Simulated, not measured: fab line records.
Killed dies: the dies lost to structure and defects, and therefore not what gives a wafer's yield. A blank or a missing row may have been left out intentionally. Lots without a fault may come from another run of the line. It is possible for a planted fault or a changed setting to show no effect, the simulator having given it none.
Chamber matching | flow nandHarc | 4 sister chambers for NHARC_A_STAIRCASE_ETCH_313 on rieDiel-09
The step etches the open film in CF4/CHF3. 4 wafers are shown with their chamber, then 8 later ones without.

## EACH WAFER AND ITS CHAMBER
wafer  | chamber | drypumpMotorCurrentA (A)
L080.6 | 1       | 5.7
L081.4 | 0       | 5.7
L083.6 | 3       | 6.6
L085.3 | 2       | 5.5

## WAFERS WITH NO CHAMBER GIVEN
wafer  | drypumpMotorCurrentA (A)
L085.4 | 6.6
L085.6 | 5.8
L094.2 | 5.4
L094.5 | 6.6
L094.6 | 5.8
L097.3 | 5.7
L097.5 | 5.7
L097.6 | 5.7

## WHICH CHAMBER EACH ONE RAN IN
wafer  | from the rows above     | in truth
L085.4 | 3                       | 3
L085.6 | can't be placed: 0 or 1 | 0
L094.2 | 2                       | 2
L094.5 | 3                       | 3
L094.6 | can't be placed: 0 or 1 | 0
L097.3 | can't be placed: 0 or 1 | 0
L097.5 | can't be placed: 0 or 1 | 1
L097.6 | can't be placed: 0 or 1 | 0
Correctly placed: 3 of 8. Not placeable from these rows: 5 (in 5, the candidates include the true chamber). Wrongly placed: 0.
How it was worked out, from the rows above alone: a wafer's distance from a chamber is the root of the sum, over the readings, of the square of ((its reading less the chamber's mean) divided by the reading's scatter). If the next closest chamber is less than 2 further off than the closest, the wafer can't be placed; otherwise it belongs to the closest. A chamber's mean is the mean of its shown wafers. The scatter: root of mean squared gap, hidden wafer to nearest shown wafer, with one shown wafer a chamber.
